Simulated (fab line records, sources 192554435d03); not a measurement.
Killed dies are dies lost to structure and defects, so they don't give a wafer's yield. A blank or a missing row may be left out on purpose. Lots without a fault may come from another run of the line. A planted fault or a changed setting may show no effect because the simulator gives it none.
Split-lot experiment | flow n5_finfet | 7 lots, 21 wafers read, on a route of 1938 steps

THE SPLIT
At N5_BEOL_M6_TRENCH_ETCH_37 (etches SiCOH lowk in C4F6/O2, target depth 94.435 nm, time 31.5 s), the setting source_w was moved away from the recipe's 345 W on 6 of the 21 wafers read, by -5.9% to +13.8%. The other wafers ran this setting at the recipe's value.

The reading is taken at the split's own step.

THE READING
rf_vpp_V, in V, at N5_BEOL_M6_TRENCH_ETCH_37 (etches SiCOH lowk in C4F6/O2, target depth 94.435 nm, time 31.5 s). Fault-free wafers of this fab line usually give 674 V, standard deviation 14 V.

wafer  | tool, chamber at the split | source_w as run, W | against the recipe | rf_vpp_V, V | against lot-mates on the recipe
L074.3 | rie_diel-05, 0             | 345                | recipe             | 653         | -
L074.5 | rie_diel-05, 1             | 345                | recipe             | 655         | -
L074.6 | rie_diel-05, 2             | 345                | recipe             | 680         | -
L078.1 | rie_diel-03, 3             | 345                | recipe             | 688         | -
L078.2 | rie_diel-03, 0             | 345                | recipe             | 682         | -
L078.4 | rie_diel-03, 0             | 390.7              | +13.2%             | 641         | -44
L082.4 | rie_diel-05, 0             | 345                | recipe             | 651         | -
L082.5 | rie_diel-05, 0             | 345                | recipe             | 652         | -
L082.6 | rie_diel-05, 3             | 345                | recipe             | 677         | -
L084.1 | rie_diel-03, 0             | 345                | recipe             | 682         | -
L084.4 | rie_diel-03, 2             | 392.7              | +13.8%             | 642         | -43
L084.6 | rie_diel-03, 3             | 345                | recipe             | 688         | -
L089.1 | rie_diel-05, 2             | 345                | recipe             | 681         | -
L089.4 | rie_diel-05, 3             | 345                | recipe             | 676         | -
L089.5 | rie_diel-05, 1             | 345                | recipe             | 655         | -
L092.2 | rie_diel-03, 0             | 345                | recipe             | 681         | -
L092.3 | rie_diel-03, 2             | 391.4              | +13.4%             | 642         | -39
L092.6 | rie_diel-03, 1             | 391.4              | +13.4%             | 642         | -39
L097.1 | rie_diel-03, 2             | 324.7              | -5.9%              | 706         | +24
L097.3 | rie_diel-03, 0             | 345                | recipe             | 682         | -
L097.6 | rie_diel-03, 2             | 324.7              | -5.9%              | 705         | +23

THE FIT
A straight line over all 21 wafers: rf_vpp_V changes by -2.7 V for each +1% of source_w; r = -0.78; the points scatter about the line by 13 V.
The same after taking each lot's own level away (the mean of its wafers on the recipe; 21 wafers): -3.18 V for each +1%; r = -0.92; scatter 8.5 V.
On that fit, the largest move of source_w shifts the reading by 44 V.
The lots' own levels span 660.0 to 685.0 V, that is 1.8 times the standard deviation above.
So the lot-to-lot level blurs the effect unless lot-mates are compared.
Check: with one of the wafers moved furthest among these (+13.8%) left out of the fit, the line predicts -43.2 V for it against its lot-mates. It came out at -43 V against them.
Tool readings at the split's step, against how far the setting was moved: rf_vpp_V r = -0.78.

OTHER SPLITS ON THESE WAFERS
These wafers also went through other splits before the reading. Each is held against what the fit with the lots' levels taken away leaves over:
other split on the same wafers | wafers away from the commonest value | r with rf_vpp_V (lot level and that fit taken away)
N5_BEOL_M3_EXPOSE_08 dose_mj   | 6                                    | -0.07
N5_BEOL_M3_EXPOSE_25 dose_mj   | 6                                    | -0.28
N5_BEOL_M4_DESCUM_33 time_s    | 8                                    | -0.08
N5_BEOL_M4_ETCH_70 source_w    | 5                                    | +0.21
N5_BEOL_M5_ETCH_41 source_w    | 5                                    | +0.06

THE FILE'S OWN FIT
rf_vpp_V changes by -3.17 V for each +1% of source_w, r = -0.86.
